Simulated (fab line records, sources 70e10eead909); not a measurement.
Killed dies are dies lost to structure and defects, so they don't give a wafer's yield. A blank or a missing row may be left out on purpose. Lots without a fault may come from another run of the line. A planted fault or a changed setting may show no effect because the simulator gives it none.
Chamber matching | flow nand_harc | NHARC_A_M0_DEP_32 on pecvd-01: 3 sister chambers
The step deposits SiCN, target thk 30 nm. 24 wafers are shown with their chamber, then 12 later ones without.

WAFERS WITH THEIR CHAMBER
wafer  | chamber | heater_power_w (W)
L076.1 | 2       | 442
L076.2 | 0       | 776
L076.6 | 2       | 435
L075.2 | 2       | 417
L075.4 | 1       | 690
L075.6 | 2       | 419
L078.3 | 2       | 456
L078.4 | 2       | 449
L078.5 | 0       | 716
L083.2 | 2       | 392
L083.4 | 0       | 748
L083.5 | 2       | 388
L084.1 | 2       | 487
L084.4 | 2       | 493
L084.6 | 0       | 752
L087.1 | 1       | 644
L087.4 | 2       | 473
L087.5 | 0       | 699
L090.1 | 0       | 695
L090.3 | 2       | 402
L090.6 | 2       | 397
L092.2 | 0       | 758
L092.3 | 1       | 669
L092.6 | 2       | 456

SIGNATURES (means of the wafers above)
reading        | chamber 0 | chamber 1 | chamber 2 | scatter within a chamber
heater_power_w | 734.86    | 667.67    | 436.14    | 32.9
Rule: a wafer's distance from a chamber is the root of the sum, over the readings, of the square of ((its reading less the chamber's mean) divided by the reading's scatter). The wafer belongs to the nearest chamber; if the next one is less than 2 further off, it can't be placed. The scatter: the root of (the sum of the squares of (reading less its chamber's mean) over the shown wafers, divided by (wafers less chambers)).

WAFERS WITHOUT THEIR CHAMBER
wafer  | heater_power_w (W)
L095.2 | 732
L095.5 | 404
L095.6 | 722
L094.4 | 793
L094.5 | 683
L094.6 | 419
L097.3 | 435
L097.4 | 424
L097.6 | 714
L096.3 | 686
L096.4 | 423
L096.5 | 616

WHICH CHAMBER EACH WENT THROUGH
wafer  | from the rows above     | in truth
L095.2 | can't be placed: 0 or 1 | 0
L095.5 | 2                       | 2
L095.6 | can't be placed: 0 or 1 | 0
L094.4 | 0                       | 0
L094.5 | can't be placed: 1 or 0 | 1
L094.6 | 2                       | 2
L097.3 | 2                       | 2
L097.4 | 2                       | 2
L097.6 | can't be placed: 0 or 1 | 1
L096.3 | can't be placed: 1 or 0 | 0
L096.4 | 2                       | 2
L096.5 | 1                       | 1
Placed correctly: 7 of 12. Can't be placed from these rows: 5 (the true chamber is among the candidates in 5). Placed wrongly: 0.
